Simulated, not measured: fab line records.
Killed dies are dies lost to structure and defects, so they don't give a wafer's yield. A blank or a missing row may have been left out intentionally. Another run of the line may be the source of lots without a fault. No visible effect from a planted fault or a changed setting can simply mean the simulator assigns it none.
Chamber matching || flow n5-finfet || N5_FIN_SAQP_ALD_61 on ald-sin-01: 4 sister chambers
The step deposits SiO2, target thk 4 nm, pulse time 1 s, purge time 2 s. 7 wafers are shown with their chamber, then 7 later ones without.

== EACH WAFER AND ITS CHAMBER ==
{"wafer": "L075.5", "chamber": 3, "heater-power-w (W)": 468, "precursor-pulse-height-rel": 0.987}
{"wafer": "L076.1", "chamber": 3, "heater-power-w (W)": 470, "precursor-pulse-height-rel": 0.989}
{"wafer": "L083.1", "chamber": 1, "heater-power-w (W)": 483, "precursor-pulse-height-rel": 0.977}
{"wafer": "L083.2", "chamber": 0, "heater-power-w (W)": 460, "precursor-pulse-height-rel": 0.972}
{"wafer": "L083.5", "chamber": 2, "heater-power-w (W)": 443, "precursor-pulse-height-rel": 1.031}
{"wafer": "L089.1", "chamber": 2, "heater-power-w (W)": 448, "precursor-pulse-height-rel": 1.014}
{"wafer": "L089.4", "chamber": 1, "heater-power-w (W)": 494, "precursor-pulse-height-rel": 0.983}

== WAFERS WITH NO CHAMBER GIVEN ==
{"wafer": "L089.6", "heater-power-w (W)": 454, "precursor-pulse-height-rel": 0.979}
{"wafer": "L093.1", "heater-power-w (W)": 450, "precursor-pulse-height-rel": 0.974}
{"wafer": "L093.4", "heater-power-w (W)": 465, "precursor-pulse-height-rel": 0.990}
{"wafer": "L093.6", "heater-power-w (W)": 466, "precursor-pulse-height-rel": 0.980}
{"wafer": "L094.1", "heater-power-w (W)": 443, "precursor-pulse-height-rel": 0.996}
{"wafer": "L094.5", "heater-power-w (W)": 455, "precursor-pulse-height-rel": 0.996}
{"wafer": "L094.6", "heater-power-w (W)": 493, "precursor-pulse-height-rel": 1.004}

== WHICH CHAMBER EACH WENT THROUGH ==
{"wafer": "L089.6", "from the rows above": "can't be placed: 0 or 3", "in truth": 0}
{"wafer": "L093.1", "from the rows above": 0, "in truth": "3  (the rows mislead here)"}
{"wafer": "L093.4", "from the rows above": "can't be placed: 3 or 0", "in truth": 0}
{"wafer": "L093.6", "from the rows above": "can't be placed: 3 or 0", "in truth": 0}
{"wafer": "L094.1", "from the rows above": "can't be placed: 2 or 0 or 3", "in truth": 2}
{"wafer": "L094.5", "from the rows above": "can't be placed: 3 or 0 or 2", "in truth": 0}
{"wafer": "L094.6", "from the rows above": "can't be placed: 1 or 3", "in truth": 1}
Placed correctly: 0 of 7. Cannot be placed on the basis of these rows: 6; the candidates contain the true chamber in 6. 1 placed wrongly.
How it was worked out, from the rows above alone: a wafer's distance from a chamber is the root of the sum, over the readings, of the square of ((its reading less the chamber's mean) divided by the reading's scatter). The wafer belongs to the nearest chamber; if the next one is less than 2 further off, it can't be placed. The mean given for a chamber averages the wafers shown for that chamber. The scatter is the square root of a quotient: the sum, over the shown wafers, of each reading's squared deviation from its chamber's mean, divided by wafers minus chambers.
